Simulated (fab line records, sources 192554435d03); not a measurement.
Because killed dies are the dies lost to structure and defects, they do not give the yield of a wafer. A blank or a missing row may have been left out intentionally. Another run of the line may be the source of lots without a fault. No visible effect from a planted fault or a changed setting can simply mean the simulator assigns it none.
Chamber matching | flow n5Finfet | aldMetal-03 running N5_HKMG_FIN_ALD_91: 4 sister chambers
The step deposits TiN, target thk 1 nm, pulse time 1 s, purge time 3 s. 14 wafers are shown with their chamber, then 6 later ones without.

== WAFERS WITH THEIR CHAMBER ==
wafer  | chamber | heaterPowerW (W) | heaterPowerOuterW (W) | chamberPressureTorr (Torr)
L861.1 | 2       | 952              | 539                   | 2.994
L861.2 | 3       | 745              | 495                   | 2.998
L861.4 | 0       | 876              | 560                   | 3.002
L865.3 | 1       | 1042             | 639                   | 2.991
L865.4 | 2       | 959              | 554                   | 2.999
L865.6 | 2       | 964              | 565                   | 2.994
L866.1 | 2       | 966              | 561                   | 2.993
L866.3 | 1       | 1035             | 635                   | 2.996
L866.4 | 3       | 745              | 488                   | 3.006
L868.3 | 1       | 1044             | 638                   | 3.008
L868.4 | 2       | 964              | 560                   | 2.992
L868.6 | 2       | 955              | 547                   | 2.992
L870.2 | 2       | 950              | 552                   | 2.992
L870.4 | 3       | 765              | 487                   | 3.009

SIGNATURES, as means of the wafers listed above
reading             | chamber 0 | chamber 1 | chamber 2 | chamber 3 | scatter within a chamber
heaterPowerW        | 876.00    | 1040.33   | 958.57    | 751.67    | 7.45
heaterPowerOuterW   | 560.00    | 637.33    | 554.00    | 490.00    | 7.28
chamberPressureTorr | 3.00200   | 2.99833   | 2.99371   | 3.00433   | 0.00505
Rule: distance of a wafer from a chamber = root of the sum over the readings of ((wafer's reading minus chamber's mean) / reading's scatter) squared. The wafer belongs to the nearest chamber; if the next one is less than 2 further off, it can't be placed. How the scatter is found: for the shown wafers, subtract from each reading the mean of its chamber, square and add these, divide the total by (wafers less chambers), then take the root.

== WAFERS WITHOUT THEIR CHAMBER ==
wafer  | heaterPowerW (W) | heaterPowerOuterW (W) | chamberPressureTorr (Torr)
L870.6 | 733              | 499                   | 3.003
L882.4 | 1012             | 635                   | 2.995
L882.5 | 1035             | 642                   | 2.999
L882.6 | 880              | 547                   | 3.009
L883.2 | 1018             | 644                   | 2.994
L883.4 | 882              | 566                   | 2.998

== THE CHAMBER EACH PASSED THROUGH ==
wafer  | from the rows above | in truth
L870.6 | 3                   | 3
L882.4 | 1                   | 1
L882.5 | 1                   | 1
L882.6 | 0                   | 0
L883.2 | 1                   | 1
L883.4 | 0                   | 0
Correctly placed: 6 of 6. Not placeable from these rows: 0. Wrongly placed: 0.
